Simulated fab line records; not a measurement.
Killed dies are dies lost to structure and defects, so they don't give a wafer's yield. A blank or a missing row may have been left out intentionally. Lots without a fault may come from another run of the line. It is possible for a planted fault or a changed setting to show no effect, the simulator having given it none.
A struck lot beside a sound one | flow n5_finfet | 36 steps out of a route of 1938
Sound: the wafers L407.3, L407.4, L407.5. Struck: wafers L415.2, L415.3, L415.6. The cause comes at the end.
Order at every step that has rows: each side's tool, ch and its chambers, its first start. Under that, the readings that differ: sound wafers | struck wafers | difference of the means | sigmas: that difference in standard deviations of wafers without a fault.
alike: a reading whose means differ by less than 2 such deviations, as well as words and numbers matching on both sides. not compared: withheld readings; readings where some wafer has no value; bounds like >300 that might hide an equal value; numbers whose values overlap and for which the record gives no deviation.
The two part at a step that has a row with sigmas, a row that says differs or no value, or rows on one side only. When numbers do not overlap yet have no deviation, they are printed without sigmas and do not part them. Lack of a reading on every wafer of one side parts them only where that side has two or more wafers.

first, 9 steps without rows for these wafers: N5_STI_FIN_REVEAL_PRECLEAN_18 (cleans in SC2, time 45 s); N5_STI_FIN_REVEAL_SRD_28 (time 30 s); N5_DUMMY_GATE_PRECLEAN_00 (cleans in O3/DIW, time 60 s); N5_DUMMY_GATE_SRD_01 (time 30 s); N5_DUMMY_GATE_ALD_02 (deposits SiO2, target thk 2 nm, pulse time 1 s); N5_DUMMY_GATE_CVD_03 (deposits a-Si from SiH4, target thk 150 nm, time 8042 s); N5_DUMMY_GATE_PRECLEAN_46 (cleans in DIW, time 89.5 s); N5_DUMMY_GATE_SRD_47 (dry time 32 s); N5_DUMMY_GATE_CMP_04 (polishes a-Si).
N5_DUMMY_GATE_HM_DEP_06: deposits SiNx from DCS/NH3, target thk 80 nm, time 5141 s.
  sound on lpcvd-01 ch 0/50,0/54,0/59, day 4 20:23; struck on lpcvd-01 ch 1/45,1/50,1/64, day 6 16:49
  reading                                        | sound             | struck            | difference | sigmas
  spike_tc_lower_C (C)                           | 700.7 700.7 700.7 | 699.4 699.4 699.4 | -1.3       | -2
  zone_power_bottom_pct (%)                      | 16.4 16.4 16.4    | 14.7 14.7 14.7    | -1.7       | -2
  model.SiNx_of_DUMMY_GATE_HM_DEP_06.thk_nm (nm) | 80.4 80.8 80      | 46 45.8 45.4      | -35        |
  alike: spike_tc_centre_C
then, 24 steps without rows for these wafers: N5_DUMMY_GATE_PECVD_30 (deposits SiO2 from TEOS/O2, target thk 55 nm, time 10.8 s); N5_DUMMY_GATE_COAT_34 (time 60 s, resist thk 60 nm); N5_DUMMY_GATE_COAT_35 (time 60 s, resist thk 10 nm); N5_DUMMY_GATE_COAT_28 (time 60 s, resist thk 10 nm); N5_DUMMY_GATE_COAT_09 (resist thk 30 nm); N5_DUMMY_GATE_EBR_11; N5_DUMMY_GATE_SOFTBAKE_10 (time 60 s); N5_DUMMY_GATE_EXPOSE_12 (exposes mask GATE, target cd 25 nm); N5_DUMMY_GATE_PEB_13 (peb time 60 s); N5_DUMMY_GATE_DEVELOP_14 (develop time 30 s); N5_DUMMY_GATE_DESCUM_20 (chemistry O2, time 6.2 s); N5_DUMMY_GATE_ETCH_29 (etches underlayer in N2/H2, target depth 13 nm); N5_DUMMY_GATE_ETCH_36 (etches SiARC in CF4, target depth 13 nm); N5_DUMMY_GATE_ETCH_37 (etches SOC in N2/H2, target depth 60 nm, overetch 30 nm); N5_DUMMY_GATE_STRIP_38 (strips in N2/H2); N5_DUMMY_GATE_STRIP_39 (strips in N2/H2); N5_DUMMY_GATE_TRIM_49 (chemistry O2, time 29 s, target cd 14 nm); N5_DUMMY_GATE_STRIP_40 (strips in CF4); N5_DUMMY_GATE_ETCH_31 (etches SiO2 in C4F6/O2, target depth 82.5 nm, time 27.5 s); N5_DUMMY_GATE_STRIP_41 (strips in O2); N5_DUMMY_GATE_HM_OPEN_21 (chemistry CH3F/O2, target SiNx, target depth 120 nm, time 171.4 s); N5_DUMMY_GATE_ETCH_32 (etches SiO2 in CF4, target depth 3.5 nm, time 3.9 s); N5_DUMMY_GATE_ETCH_23 (etches poly-Si in HBr/Cl2/O2, target depth 41 nm, time 22.3 s); N5_DUMMY_GATE_ETCH_44 (etches poly-Si in HBr/O2, stops on SiO2, target depth 127.5 nm).
N5_ILD0_CMP_03: polishes, stops on SiNx, t overpolish 1.9 s, target thk 197.38 nm.
  sound on cmp-02 ch 0,1,3, day 5 15:43; struck on cmp-01 ch 1,2,3, day 7 11:21
  reading                                        | sound        | struck       | difference | sigmas
  model.SiNx_of_DUMMY_GATE_HM_DEP_06.thk_nm (nm) | 77.2 77.8 77 | 43 42.8 42.4 | -35        |
  alike: motor_current_A, overpolish_run_s, time_to_endpoint_s
-- the record jumps here: 5 days lie between the struck wafers' starts before and after (it left off in module ILD0 and takes up again in module BEOL_M4, whose first step shown is number 1111 of the route) --
N5_BEOL_M4_RC_MEAS_101:
  sound on prober-01 ch 0, day 10 22:42; struck on prober-02 ch 0, day 12 12:48
  alike: DIBL_N, DIBL_P, IOFF_N, IOFF_P, ION_N, ION_P, SS_N, SS_P, VT_N, VT_P

WHERE THEY PART
Only at N5_DUMMY_GATE_HM_DEP_06, within this record. Later steps at which nothing parts them and some readings are alike: N5_ILD0_CMP_03, N5_BEOL_M4_RC_MEAS_101.

WHY: what the simulator had put in
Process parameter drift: lpcvd-01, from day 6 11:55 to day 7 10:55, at N5_DUMMY_GATE_HM_DEP_06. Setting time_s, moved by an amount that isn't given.
